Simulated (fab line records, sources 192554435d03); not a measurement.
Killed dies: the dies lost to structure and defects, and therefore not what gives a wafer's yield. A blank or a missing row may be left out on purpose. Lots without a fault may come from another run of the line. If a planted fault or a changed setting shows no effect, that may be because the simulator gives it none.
Split-lot experiment :: flow n5-finfet :: 39 wafers read from 7 lots, route of 1938 steps

SPLIT DETAILS
At N5_BEOL_M0_SAQP_HM_DEP_02 (deposits TiN, target thk 12 nm), the setting target-thk-a was moved away from the recipe's 120 angstrom on 15 of the 39 wafers read, by -48.2% to -16.9%. The other wafers ran this setting at the recipe's value.

The reading is taken at the split's own step.

THE READING
TiN_of_BEOL_M0_SAQP_HM_DEP_02.thk-nm (the simulator's own value, which no gauge read), in nm, at N5_BEOL_M0_SAQP_HM_DEP_02 (deposits TiN, target thk 12 nm). The file gives no usual value for it. Here, 24 wafers ran the recipe; their average is 12.0 nm with a standard deviation of 0.2 nm.

wafer: L074.2
tool, chamber at the split: pvd-sputter-01, -
target-thk-a as run, angstrom: 120
against the recipe: recipe
TiN_of_BEOL_M0_SAQP_HM_DEP_02.thk-nm, nm: 11.8
against lot-mates on the recipe: -

wafer: L074.4
tool, chamber at the split: pvd-sputter-01, -
target-thk-a as run, angstrom: 120
against the recipe: recipe
TiN_of_BEOL_M0_SAQP_HM_DEP_02.thk-nm, nm: 12
against lot-mates on the recipe: -

wafer: L074.6
tool, chamber at the split: pvd-sputter-01, -
target-thk-a as run, angstrom: 120
against the recipe: recipe
TiN_of_BEOL_M0_SAQP_HM_DEP_02.thk-nm, nm: 12
against lot-mates on the recipe: -

wafer: L076.1
tool, chamber at the split: pvd-sputter-02, -
target-thk-a as run, angstrom: 99.67
against the recipe: -16.9%
TiN_of_BEOL_M0_SAQP_HM_DEP_02.thk-nm, nm: 9.8
against lot-mates on the recipe: -2.0

wafer: L076.6
tool, chamber at the split: pvd-sputter-02, -
target-thk-a as run, angstrom: 99.67
against the recipe: -16.9%
TiN_of_BEOL_M0_SAQP_HM_DEP_02.thk-nm, nm: 9.8
against lot-mates on the recipe: -2.0

wafer: L076.2
tool, chamber at the split: pvd-sputter-02, -
target-thk-a as run, angstrom: 120
against the recipe: recipe
TiN_of_BEOL_M0_SAQP_HM_DEP_02.thk-nm, nm: 11.8
against lot-mates on the recipe: -

wafer: L076.4
tool, chamber at the split: pvd-sputter-02, -
target-thk-a as run, angstrom: 120
against the recipe: recipe
TiN_of_BEOL_M0_SAQP_HM_DEP_02.thk-nm, nm: 11.8
against lot-mates on the recipe: -

wafer: L076.5
tool, chamber at the split: pvd-sputter-02, -
target-thk-a as run, angstrom: 120
against the recipe: recipe
TiN_of_BEOL_M0_SAQP_HM_DEP_02.thk-nm, nm: 11.8
against lot-mates on the recipe: -

wafer: L076.3
tool, chamber at the split: pvd-sputter-02, -
target-thk-a as run, angstrom: 99.67
against the recipe: -16.9%
TiN_of_BEOL_M0_SAQP_HM_DEP_02.thk-nm, nm: 10
against lot-mates on the recipe: -1.8

wafer: L079.1
tool, chamber at the split: pvd-sputter-01, -
target-thk-a as run, angstrom: 120
against the recipe: recipe
TiN_of_BEOL_M0_SAQP_HM_DEP_02.thk-nm, nm: 12.2
against lot-mates on the recipe: -

wafer: L079.2
tool, chamber at the split: pvd-sputter-01, -
target-thk-a as run, angstrom: 120
against the recipe: recipe
TiN_of_BEOL_M0_SAQP_HM_DEP_02.thk-nm, nm: 12.2
against lot-mates on the recipe: -

wafer: L079.3
tool, chamber at the split: pvd-sputter-01, -
target-thk-a as run, angstrom: 120
against the recipe: recipe
TiN_of_BEOL_M0_SAQP_HM_DEP_02.thk-nm, nm: 12.2
against lot-mates on the recipe: -

wafer: L079.6
tool, chamber at the split: pvd-sputter-01, -
target-thk-a as run, angstrom: 120
against the recipe: recipe
TiN_of_BEOL_M0_SAQP_HM_DEP_02.thk-nm, nm: 12.2
against lot-mates on the recipe: -

wafer: L079.4
tool, chamber at the split: pvd-sputter-01, -
target-thk-a as run, angstrom: 120
against the recipe: recipe
TiN_of_BEOL_M0_SAQP_HM_DEP_02.thk-nm, nm: 12.4
against lot-mates on the recipe: -

wafer: L079.5
tool, chamber at the split: pvd-sputter-01, -
target-thk-a as run, angstrom: 120
against the recipe: recipe
TiN_of_BEOL_M0_SAQP_HM_DEP_02.thk-nm, nm: 12.4
against lot-mates on the recipe: -

wafer: L083.1
tool, chamber at the split: pvd-sputter-02, -
target-thk-a as run, angstrom: 120
against the recipe: recipe
TiN_of_BEOL_M0_SAQP_HM_DEP_02.thk-nm, nm: 11.8
against lot-mates on the recipe: -

wafer: L083.2
tool, chamber at the split: pvd-sputter-02, -
target-thk-a as run, angstrom: 120
against the recipe: recipe
TiN_of_BEOL_M0_SAQP_HM_DEP_02.thk-nm, nm: 11.8
against lot-mates on the recipe: -

wafer: L083.6
tool, chamber at the split: pvd-sputter-02, -
target-thk-a as run, angstrom: 120
against the recipe: recipe
TiN_of_BEOL_M0_SAQP_HM_DEP_02.thk-nm, nm: 11.8
against lot-mates on the recipe: -

wafer: L083.3
tool, chamber at the split: pvd-sputter-02, -
target-thk-a as run, angstrom: 70.62
against the recipe: -41.1%
TiN_of_BEOL_M0_SAQP_HM_DEP_02.thk-nm, nm: 7
against lot-mates on the recipe: -4.8

wafer: L083.4
tool, chamber at the split: pvd-sputter-02, -
target-thk-a as run, angstrom: 70.62
against the recipe: -41.1%
TiN_of_BEOL_M0_SAQP_HM_DEP_02.thk-nm, nm: 7
against lot-mates on the recipe: -4.8

wafer: L083.5
tool, chamber at the split: pvd-sputter-02, -
target-thk-a as run, angstrom: 70.62
against the recipe: -41.1%
TiN_of_BEOL_M0_SAQP_HM_DEP_02.thk-nm, nm: 7
against lot-mates on the recipe: -4.8

wafer: L088.1
tool, chamber at the split: pvd-sputter-01, -
target-thk-a as run, angstrom: 120
against the recipe: recipe
TiN_of_BEOL_M0_SAQP_HM_DEP_02.thk-nm, nm: 12
against lot-mates on the recipe: -

wafer: L088.2
tool, chamber at the split: pvd-sputter-01, -
target-thk-a as run, angstrom: 62.22
against the recipe: -48.2%
TiN_of_BEOL_M0_SAQP_HM_DEP_02.thk-nm, nm: 6.2
against lot-mates on the recipe: -5.7

wafer: L088.4
tool, chamber at the split: pvd-sputter-01, -
target-thk-a as run, angstrom: 62.22
against the recipe: -48.2%
TiN_of_BEOL_M0_SAQP_HM_DEP_02.thk-nm, nm: 6.2
against lot-mates on the recipe: -5.7

wafer: L088.5
tool, chamber at the split: pvd-sputter-01, -
target-thk-a as run, angstrom: 62.22
against the recipe: -48.2%
TiN_of_BEOL_M0_SAQP_HM_DEP_02.thk-nm, nm: 6.2
against lot-mates on the recipe: -5.7

wafer: L088.3
tool, chamber at the split: pvd-sputter-01, -
target-thk-a as run, angstrom: 120
against the recipe: recipe
TiN_of_BEOL_M0_SAQP_HM_DEP_02.thk-nm, nm: 11.8
against lot-mates on the recipe: -

wafer: L088.6
tool, chamber at the split: pvd-sputter-01, -
target-thk-a as run, angstrom: 120
against the recipe: recipe
TiN_of_BEOL_M0_SAQP_HM_DEP_02.thk-nm, nm: 11.8
against lot-mates on the recipe: -

wafer: L092.1
tool, chamber at the split: pvd-sputter-01, -
target-thk-a as run, angstrom: 120
against the recipe: recipe
TiN_of_BEOL_M0_SAQP_HM_DEP_02.thk-nm, nm: 12
against lot-mates on the recipe: -

wafer: L092.5
tool, chamber at the split: pvd-sputter-01, -
target-thk-a as run, angstrom: 120
against the recipe: recipe
TiN_of_BEOL_M0_SAQP_HM_DEP_02.thk-nm, nm: 12
against lot-mates on the recipe: -

wafer: L092.2
tool, chamber at the split: pvd-sputter-01, -
target-thk-a as run, angstrom: 120
against the recipe: recipe
TiN_of_BEOL_M0_SAQP_HM_DEP_02.thk-nm, nm: 12.2
against lot-mates on the recipe: -

wafer: L092.3
tool, chamber at the split: pvd-sputter-01, -
target-thk-a as run, angstrom: 67.48
against the recipe: -43.8%
TiN_of_BEOL_M0_SAQP_HM_DEP_02.thk-nm, nm: 6.8
against lot-mates on the recipe: -5.3

wafer: L092.4
tool, chamber at the split: pvd-sputter-01, -
target-thk-a as run, angstrom: 67.48
against the recipe: -43.8%
TiN_of_BEOL_M0_SAQP_HM_DEP_02.thk-nm, nm: 6.8
against lot-mates on the recipe: -5.3

wafer: L092.6
tool, chamber at the split: pvd-sputter-01, -
target-thk-a as run, angstrom: 67.48
against the recipe: -43.8%
TiN_of_BEOL_M0_SAQP_HM_DEP_02.thk-nm, nm: 6.6
against lot-mates on the recipe: -5.5

wafer: L093.1
tool, chamber at the split: pvd-sputter-03, -
target-thk-a as run, angstrom: 120
against the recipe: recipe
TiN_of_BEOL_M0_SAQP_HM_DEP_02.thk-nm, nm: 11.8
against lot-mates on the recipe: -

wafer: L093.4
tool, chamber at the split: pvd-sputter-03, -
target-thk-a as run, angstrom: 120
against the recipe: recipe
TiN_of_BEOL_M0_SAQP_HM_DEP_02.thk-nm, nm: 11.8
against lot-mates on the recipe: -

wafer: L093.2
tool, chamber at the split: pvd-sputter-03, -
target-thk-a as run, angstrom: 81.71
against the recipe: -31.9%
TiN_of_BEOL_M0_SAQP_HM_DEP_02.thk-nm, nm: 8.2
against lot-mates on the recipe: -3.7

wafer: L093.3
tool, chamber at the split: pvd-sputter-03, -
target-thk-a as run, angstrom: 81.71
against the recipe: -31.9%
TiN_of_BEOL_M0_SAQP_HM_DEP_02.thk-nm, nm: 8.2
against lot-mates on the recipe: -3.7

wafer: L093.5
tool, chamber at the split: pvd-sputter-03, -
target-thk-a as run, angstrom: 81.71
against the recipe: -31.9%
TiN_of_BEOL_M0_SAQP_HM_DEP_02.thk-nm, nm: 8.4
against lot-mates on the recipe: -3.5

wafer: L093.6
tool, chamber at the split: pvd-sputter-03, -
target-thk-a as run, angstrom: 120
against the recipe: recipe
TiN_of_BEOL_M0_SAQP_HM_DEP_02.thk-nm, nm: 12
against lot-mates on the recipe: -

THE FIT
A straight line over all 39 wafers: TiN_of_BEOL_M0_SAQP_HM_DEP_02.thk-nm changes by +0.12 nm for each +1% of target-thk-a; r = +1.00; the points scatter about the line by 0.17 nm.
The same after taking each lot's own level away (the mean of its wafers on the recipe; 39 wafers): +0.118 nm for each +1%; r = +1.00; scatter 0.11 nm.
According to that fit, moving target-thk-a by its largest amount changes the reading by 5.7 nm.
The lots' own levels span 11.80 to 12.27 nm, that is 2.3 times the standard deviation above.
So the lot-to-lot level changes the slope little: the two slopes agree.
Check: with one of the wafers moved furthest among these (-48.2%) left out of the fit, the line predicts -5.67 nm for it against its lot-mates. It came out at -5.67 nm against them.

THE FILE'S OWN FIT
TiN_of_BEOL_M0_SAQP_HM_DEP_02.thk-nm changes by +0.118 nm for each +1% of target-thk-a, r = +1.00.
